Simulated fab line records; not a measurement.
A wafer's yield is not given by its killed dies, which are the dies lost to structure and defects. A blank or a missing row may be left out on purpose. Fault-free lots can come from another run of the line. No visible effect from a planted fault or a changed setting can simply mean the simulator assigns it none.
Chamber matching / flow nand_harc / rie_diel-04 running NHARC_A_SLIT_ETCH_24: 4 sister chambers
The step etches the open film in CF4/CHF3, target depth 121 nm, time 60.5 s. 4 wafers are shown with their chamber, then 10 later ones without.

WAFERS, EACH WITH ITS CHAMBER
wafer=L083.1; chamber=2; drypump_motor_current_A (A)=6.4
wafer=L083.2; chamber=1; drypump_motor_current_A (A)=5.2
wafer=L089.1; chamber=0; drypump_motor_current_A (A)=5.4
wafer=L089.2; chamber=3; drypump_motor_current_A (A)=5.1

WAFERS WITH NO CHAMBER GIVEN
wafer=L089.5; drypump_motor_current_A (A)=5.2
wafer=L092.1; drypump_motor_current_A (A)=5.3
wafer=L092.2; drypump_motor_current_A (A)=6.4
wafer=L092.4; drypump_motor_current_A (A)=5.4
wafer=L096.2; drypump_motor_current_A (A)=5.2
wafer=L096.4; drypump_motor_current_A (A)=6.5
wafer=L096.6; drypump_motor_current_A (A)=5.2
wafer=L097.1; drypump_motor_current_A (A)=6.4
wafer=L097.3; drypump_motor_current_A (A)=5.4
wafer=L097.5; drypump_motor_current_A (A)=5.4

WHICH CHAMBER EACH ONE RAN IN
wafer=L089.5; from the rows above=1; in truth=1
wafer=L092.1; from the rows above=can't be placed: 1 or 0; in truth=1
wafer=L092.2; from the rows above=2; in truth=2
wafer=L092.4; from the rows above=0; in truth=0
wafer=L096.2; from the rows above=1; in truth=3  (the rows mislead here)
wafer=L096.4; from the rows above=2; in truth=2
wafer=L096.6; from the rows above=1; in truth=1
wafer=L097.1; from the rows above=2; in truth=2
wafer=L097.3; from the rows above=0; in truth=0
wafer=L097.5; from the rows above=0; in truth=0
8 of 10 placed correctly. Unplaceable from these rows: 1, with the true chamber sitting among the candidates in 1. Number placed wrongly: 1.
How it was worked out, from the rows above alone: a wafer's distance from a chamber is the root of the sum, over the readings, of the square of ((its reading less the chamber's mean) divided by the reading's scatter). The wafer belongs to the nearest chamber; if the next one is less than 2 further off, it can't be placed. Each chamber's mean is taken over the wafers shown for it. The scatter: with one shown wafer a chamber, the root of the mean of the squares of how far each hidden wafer lies from its nearest shown one.
